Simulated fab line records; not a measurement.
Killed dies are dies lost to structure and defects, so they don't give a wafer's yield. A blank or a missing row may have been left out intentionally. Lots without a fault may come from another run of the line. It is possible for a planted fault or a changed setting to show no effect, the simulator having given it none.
Comparing a struck lot with a sound one / flow nand-harc / 14 steps out of a route of 1302
Sound: these wafers, L704.1, L704.3, L704.6. Wafers struck: L709.1, L709.3, L709.4. Last of all comes the cause.
Order at every step that has rows: each side's tool, ch and its chambers, its first start. Under that, the readings that differ: sound wafers / struck wafers / difference of the means / sigmas: that difference in standard deviations of wafers without a fault.
alike: words and numbers the same on both sides, and readings whose means are apart by under 2 such deviations; not compared: readings that were withheld, readings missing a value for some wafer, numbers with overlapping values and no deviation given by the record, and bounds like >300 which may hide the same value.
A row with sigmas, a row that says differs or no value, or rows on one side alone: a step with any of these is where the two part. Numbers that don't overlap but have no deviation are shown without sigmas and don't part them. A reading that every wafer of one side lacks parts them only if that side has two wafers or more.

NHARC_A_CHANNEL_HOLE_D1_ETCH_19: etches the open film in C4F8/O2/Ar, time 34.5 s.
  sound on har-etch-02 ch 0,1, day 12 04:46; struck on har-etch-02 ch 0,1, day 14 20:39
  alike: drypump-motor-current-A, mfc-ar-sccm, showerhead-plenum-p-Torr, throttle-valve-pct
  not compared: rf-hours-counter-h
then, 1 step without rows for these wafers: NHARC_A_CHANNEL_HOLE_D1_ETCH_20 (etches the open film in C4F8/O2/Ar, time 361.9 s, target depth 1600 nm).
NHARC_A_CHANNEL_HOLE_D1_ETCH_21: etches the open film in C4F8/O2/Ar, time 514.3 s, target depth 1600 nm.
  sound on har-etch-02 ch 0,1, day 12 05:11; struck on har-etch-02 ch 0,1, day 14 21:08
  alike: drypump-motor-current-A, mfc-ar-sccm, showerhead-plenum-p-Torr, throttle-valve-pct
  not compared: rf-hours-counter-h
NHARC_A_CHANNEL_HOLE_D1_ETCH_22: etches the open film in C4F8/O2/Ar, time 666.7 s, target depth 1600 nm.
  sound on har-etch-02 ch 0,1, day 12 05:38; struck on har-etch-02 ch 0,1, day 14 21:35
  alike: drypump-motor-current-A, mfc-ar-sccm, showerhead-plenum-p-Torr, throttle-valve-pct
  not compared: rf-hours-counter-h
NHARC_A_CHANNEL_HOLE_D1_ETCH_23: etches the open film in C4F8/O2/Ar, time 819 s, target depth 1600 nm.
  sound on har-etch-02 ch 0,1, day 12 06:13; struck on har-etch-02 ch 0,1, day 14 22:10
  alike: drypump-motor-current-A, mfc-ar-sccm, showerhead-plenum-p-Torr, throttle-valve-pct
  not compared: rf-hours-counter-h
then, 1 step without rows for these wafers: NHARC_A_CHANNEL_HOLE_D1_ETCH_24 (etches the open film in C4F8/O2/Ar, time 906.2 s, target depth 1500 nm).
NHARC_A_CHANNEL_HOLE_D1_ETCH_25: etches the open film in C4F8/O2/Ar, time 1040.2 s, target depth 1500 nm.
  sound on har-etch-02 ch 0,1, day 12 07:40; struck on har-etch-02 ch 0,1, day 14 23:39
  alike: drypump-motor-current-A, mfc-ar-sccm, showerhead-plenum-p-Torr, throttle-valve-pct
  not compared: rf-hours-counter-h
then, 5 steps without rows for these wafers: NHARC_A_CHANNEL_HOLE_D1_ETCH_26 (etches the open film in C4F8/O2/Ar, time 224.1 s, target depth 300 nm); NHARC_A_CHANNEL_HOLE_D1_ETCH_33 (etches the open film in C4F8/O2/Ar, time 90 s, target depth 400 nm); NHARC_A_CHANNEL_HOLE_D1_STRIP_41 (strips in N2/H2); NHARC_A_CHANNEL_HOLE_D1_STRIP_42 (strips in CF4/CHF3); NHARC_A_CHANNEL_HOLE_D1_STRIP_43 (strips in O2/COS).
NHARC_A_CHANNEL_HOLE_D1_ETCH_44: etches the open film in CF4/O2, target depth 140 nm, overetch 14 nm, time 77 s.
  sound on rie-diel-06 ch 1,2,3, day 12 09:31; struck on rie-diel-09 ch 0,2,3, day 15 01:20
reading=cf4-flow-sccm (sccm); sound=80.32 80.17 80.26; struck=96.09 96.48 95.67; difference=+15.83; sigmas=+61
reading=oes_f_703_au (a.u.); sound=0.999 1.002 1.004; struck=0.935 0.935 0.935; difference=-0.067; sigmas=-15
reading=oes_o_777_au (a.u.); sound=1.009 0.999 1.002; struck=0.820 0.816 0.816; difference=-0.186; sigmas=-41
reading=showerhead-plenum-p-Torr (Torr); sound=1.24 1.30 1.38; struck=1.53 1.39 1.43; difference=+0.14; sigmas=+2
reading=throttle-valve-pct (%); sound=13.397 13.407 13.405; struck=14.345 14.353 14.356; difference=+0.948; sigmas=+99 or more
  alike: drypump-motor-current-A, mfc-ar-sccm, oes-product-au, rf-vpp-V
  not compared: rf-hours-counter-h
then, 1 step without rows for these wafers: NHARC_A_CHANNEL_HOLE_D1_STRIP_27 (strips in O2).

## WHERE THEY PART
Within this record, at NHARC_A_CHANNEL_HOLE_D1_ETCH_44 only.

WHY: whatever the simulator had introduced
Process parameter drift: rie-diel-09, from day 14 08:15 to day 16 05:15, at NHARC_A_CHANNEL_HOLE_D1_ETCH_44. The setting cf4-flow-sccm was moved by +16, starting from 80. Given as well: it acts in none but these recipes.
